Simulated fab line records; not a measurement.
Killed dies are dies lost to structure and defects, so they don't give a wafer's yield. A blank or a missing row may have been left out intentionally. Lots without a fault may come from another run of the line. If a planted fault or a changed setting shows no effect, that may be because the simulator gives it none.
Matching of chambers	flow nand harc	NHARC_A_CONTACT_DEP_29 on pecvd-04 has 3 sister chambers
The step deposits SiON, target thk 100 nm. 6 wafers are shown with their chamber, then 11 later ones without.

WAFERS PAIRED WITH THEIR CHAMBERS
wafer	chamber	showerhead vpp V (V)	heater power w (W)
L087.3	0	1276	691
L087.4	0	1301	715
L087.6	1	1173	628
L091.4	1	1161	633
L091.6	2	1181	706
L088.3	2	1150	688

WAFERS MISSING THEIR CHAMBER
wafer	showerhead vpp V (V)	heater power w (W)
L088.4	1188	706
L088.6	1177	568
L093.4	1172	585
L093.5	1158	620
L093.6	1300	736
L092.4	1182	705
L092.5	1268	633
L092.6	1165	652
L095.2	1164	716
L095.5	1296	714
L095.6	1146	623

THE CHAMBER EACH PASSED THROUGH
wafer	from the rows above	in truth
L088.4	2	2
L088.6	1	1
L093.4	1	1
L093.5	1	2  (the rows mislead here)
L093.6	0	0
L092.4	2	2
L092.5	can't be placed: 0 or 1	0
L092.6	can't be placed: 1 or 2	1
L095.2	2	2
L095.5	0	0
L095.6	1	1
Placed correctly: 8 of 11. Unplaceable from these rows: 2, with the true chamber sitting among the candidates in 2. Number placed wrongly: 1.
How it was worked out, from the rows above alone: a wafer's distance from a chamber is the root of the sum, over the readings, of the square of ((its reading less the chamber's mean) divided by the reading's scatter). The wafer belongs to the nearest chamber; if the next one is less than 2 further off, it can't be placed. The mean given for a chamber averages the wafers shown for that chamber. The scatter: take each reading less its chamber's mean, square it, sum over the shown wafers, divide by the number of wafers less the number of chambers, and take the root.
